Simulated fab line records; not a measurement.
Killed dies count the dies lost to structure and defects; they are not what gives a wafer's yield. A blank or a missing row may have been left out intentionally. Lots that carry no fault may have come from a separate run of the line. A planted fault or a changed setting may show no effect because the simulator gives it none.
Which tool did it?    flow n5Finfet    Sampling: 11 lots, 33 wafers, 5 of 1938 route steps

== WHAT THE GAUGES READ, wafer by wafer ==
Not one reading of a measure or inspect step in the record can be checked against a usual standard deviation.

== EACH LOT AND THE TOOL THAT RAN IT (in order: tool; ch and the chambers of the sampled wafers; start) ==
lot   N5_HKMG_FIN_ALD_74              N5_HKMG_FIN_STRIP_93              N5_HKMG_FIN_COAT_29               N5_HKMG_FIN_ETCH_31               N5_PASSIVATION_PROBE_49
L880  aldHk-02 ch 0,2,3, day 4 07:20  rieDiel-01 ch 0,3, day 4 09:23    lithoTrack-02 ch 0, day 4 11:35   rieDiel-03 ch 1,2, day 4 11:57    prober-02, day 12 06:56
L882  aldHk-03 ch 1,2, day 4 18:17    rieDiel-01 ch 0,3, day 4 19:55    lithoTrack-02 ch 0, day 4 22:08   rieDiel-03 ch 0,1, day 4 23:01    -
L883  aldHk-01 ch 2,3, day 5 02:04    rieDiel-05 ch 2,3, day 5 03:25    lithoTrack-02 ch 0, day 5 05:45   rieDiel-05 ch 2,3, day 5 06:36    -
L884  aldHk-03 ch 0,2, day 5 04:53    rieDiel-01 ch 0,1,3, day 5 06:15  lithoTrack-02 ch 0, day 5 08:26   rieDiel-03 ch 0,1,2, day 5 08:56  prober-02, day 13 02:34
L885  aldHk-03 ch 0,1,2, day 5 13:38  rieDiel-05 ch 0,1,3, day 5 14:52  lithoTrack-02 ch 0, day 5 17:06   rieDiel-05 ch 0,1,2, day 5 17:35  prober-01, day 13 17:40
L886  aldHk-02 ch 0,2,3, day 5 19:31  rieDiel-03 ch 0,1, day 5 20:52    lithoTrack-02 ch 0, day 5 23:16   rieDiel-01 ch 0,3, day 5 23:46    prober-02, day 13 14:55
L895  aldHk-02 ch 0,2, day 7 23:41    rieDiel-05 ch 0,1,3, day 8 01:12  lithoTrack-04 ch 0, day 8 03:31   rieDiel-03 ch 0,2, day 8 03:53    -
L897  aldHk-02 ch 1,3, day 8 13:38    rieDiel-01 ch 1,2, day 8 15:00    lithoTrack-04 ch 0, day 8 17:20   rieDiel-01 ch 0,2,3, day 8 18:01  -
L900  aldHk-03 ch 0,2,3, day 9 12:51  rieDiel-03 ch 0,2, day 9 14:24    lithoTrack-04 ch 0, day 9 16:35   rieDiel-03 ch 0,1, day 9 17:05    -
L901  aldHk-03 ch 1,2, day 9 14:04    rieDiel-03 ch 2,3, day 9 15:18    lithoTrack-02 ch 0, day 9 17:32   rieDiel-03 ch 0,1,3, day 9 18:02  -
L902  aldHk-03 ch 0,1,2, day 9 20:34  rieDiel-03 ch 0,1,3, day 9 22:02  lithoTrack-02 ch 0, day 10 00:16  rieDiel-03 ch 1,3, day 10 00:46   -
- N5_HKMG_FIN_ALD_74: deposits La2O3, target thk 0.5 nm, pulse time 6 s, co reactant pulse time 1 s.
- N5_HKMG_FIN_STRIP_93: strips SOC in N2/H2, time 20 s.
- N5_HKMG_FIN_COAT_29: time 60 s, resist thk 300 nm.
- N5_HKMG_FIN_ETCH_31: etches SiARC in CF4, target depth 45.5 nm, time 75.8 s.
- N5_PASSIVATION_PROBE_49

== AS READ BY THE TOOLS THEMSELVES (means over the sampled wafers that have a number; for cases with no such wafer, the mark the record gives instead) ==
N5_HKMG_FIN_ALD_74. Usual: heaterPowerW 343 W, standard deviation 38; precursorPulseHeightRel 1.000, standard deviation 0.017.
lot   tool      heaterPowerW (W)  precursorPulseHeightRel  flag
L880  aldHk-02  354               0.992                    
L882  aldHk-03  326               0.999                    
L883  aldHk-01  326               1.008                    
L884  aldHk-03  340               0.977                    
L885  aldHk-03  343               1.002                    
L886  aldHk-02  351               0.998                    
L895  aldHk-02  341               1.006                    
L897  aldHk-02  356               1.002                    
L900  aldHk-03  326               0.993                    
L901  aldHk-03  339               0.999                    
L902  aldHk-03  342               1.019                    

N5_HKMG_FIN_STRIP_93. Usual: drypumpMotorCurrentA 5.7 A, standard deviation 0.41; oesProductAu 0.78 a.u., standard deviation 0.098; rfVppV 54.2 V, standard deviation 0.92; showerheadPlenumPTorr 3.38 Torr, standard deviation 0.13; throttleValvePct 18.97 %, standard deviation 0.25.
lot   tool        drypumpMotorCurrentA (A)  oesProductAu (a.u.)  rfVppV (V)  showerheadPlenumPTorr (Torr)  throttleValvePct (%)  flag
L880  rieDiel-01  5.5                       0.74                 53.8        3.31                          19.30                 
L882  rieDiel-01  5.3                       0.78                 54.6        3.42                          18.98                 
L883  rieDiel-05  6.1                       0.75                 54.5        3.39                          18.90                 
L884  rieDiel-01  5.7                       0.83                 54.4        3.39                          19.05                 
L885  rieDiel-05  5.9                       0.71                 54.1        3.23                          18.93                 
L886  rieDiel-03  6.2                       0.70                 54.9        3.43                          19.08                 
L895  rieDiel-05  5.9                       0.70                 54.0        3.22                          18.95                 
L897  rieDiel-01  5.7                       0.88                 54.2        3.42                          18.83                 
L900  rieDiel-03  5.5                       0.68                 55.1        3.34                          19.10                 
L901  rieDiel-03  5.2                       0.68                 54.3        3.25                          19.01                 
L902  rieDiel-03  5.8                       0.78                 54.3        3.32                          18.90                 

N5_HKMG_FIN_COAT_29. Usual: dispensePressureKPa 48.8 kPa, standard deviation 2.1; spinSpeedRpm 1500.1 rpm, standard deviation 1.1.
lot   tool           dispensePressureKPa (kPa)  spinSpeedRpm (rpm)  flag
L880  lithoTrack-02  47.0                       1499.5              
L882  lithoTrack-02  47.0                       1499.6              
L883  lithoTrack-02  47.0                       1500.0              
L884  lithoTrack-02  47.0                       1499.4              
L885  lithoTrack-02  47.0                       1682.4              OFF
L886  lithoTrack-02  47.0                       1682.6              OFF
L895  lithoTrack-04  52.0                       1498.6              
L897  lithoTrack-04  52.0                       1499.9              
L900  lithoTrack-04  52.0                       1500.6              
L901  lithoTrack-02  46.9                       1499.1              
L902  lithoTrack-02  46.9                       1502.2              

N5_HKMG_FIN_ETCH_31. Usual: drypumpMotorCurrentA 5.8 A, standard deviation 0.41; etchRfOnTimeS 76.8 s, standard deviation 1.5; oesProductAu 0.66 a.u., standard deviation 0.086; rfVppV 184.4 V, standard deviation 1.2; showerheadPlenumPTorr 2.16 Torr, standard deviation 0.072; throttleValvePct 15.67 %, standard deviation 0.28.
lot   tool        drypumpMotorCurrentA (A)  etchRfOnTimeS (s)  oesProductAu (a.u.)  rfVppV (V)  showerheadPlenumPTorr (Torr)  throttleValvePct (%)  flag
L880  rieDiel-03  5.8                       77.0               0.60                 184.0       2.13                          15.64                 
L882  rieDiel-03  6.1                       77.7               0.61                 185.0       2.19                          15.71                 
L883  rieDiel-05  6.1                       76.5               0.64                 184.7       2.16                          15.71                 
L884  rieDiel-03  5.8                       77.0               0.60                 183.8       2.16                          15.75                 
L885  rieDiel-05  5.9                       77.9               0.61                 184.5       2.12                          15.71                 
L886  rieDiel-01  5.5                       77.8               0.62                 184.6       2.11                          16.07                 
L895  rieDiel-03  5.9                       77.4               0.59                 184.0       2.18                          15.91                 
L897  rieDiel-01  5.4                       77.8               0.73                 185.7       2.23                          15.61                 
L900  rieDiel-03  6.1                       76.9               0.77                 185.0       2.14                          15.32                 
L901  rieDiel-03  5.8                       76.8               0.68                 183.5       2.12                          15.63                 
L902  rieDiel-03  5.4                       77.5               0.68                 183.8       2.06                          15.64                 

N5_PASSIVATION_PROBE_49. Usual: killed_at_M0_to_M3 33, standard deviation 9.9; killed_at_M4_up 14, standard deviation 6.4; killedAtContacts 12, standard deviation 7; killedAtFrontEnd 41, standard deviation 13; killedAtOther 3.1, standard deviation 2.9; killedDies 103, standard deviation 20; killedOpen 67, standard deviation 14; killedShort 34, standard deviation 9.4.
lot   tool       killed_at_M0_to_M3  killed_at_M4_up  killedAtContacts  killedAtFrontEnd  killedAtOther  killedDies  killedOpen  killedShort  flag
L880  prober-02  39                  10               8                 36                2.0            95          65          30           
L884  prober-02  34                  10               18                36                5.3            103         71          31           
L885  prober-01  32                  30               10                62                2.0            136         81          50           
L886  prober-02  32                  11               8                 41                1.3            93          57          36           

== THE ANSWER, worked out from the rows above alone ==
Rule: a lot is off if the mean of its wafers that have a number lies more than 3 standard deviations from the usual mean. A lot without any number at a reading at which 4 lots or more have one is off too. The other lots that the step has rows for count as sound. The gauges are gone through in route order, then the tools' own readings, and for those a lot's mean is taken as printed above. At the first step where some lot is off, the reading lying furthest off is the one used; lots without a number count as furthest.
Off, at N5_HKMG_FIN_COAT_29 on spinSpeedRpm: L885, L886.
A tool fits if, at that step or a process step before it, it ran every lot that is off, and no sound lot after the first of them. Of those tried, none fits.

== WHAT WAS PUT IN BY THE SIMULATOR ==
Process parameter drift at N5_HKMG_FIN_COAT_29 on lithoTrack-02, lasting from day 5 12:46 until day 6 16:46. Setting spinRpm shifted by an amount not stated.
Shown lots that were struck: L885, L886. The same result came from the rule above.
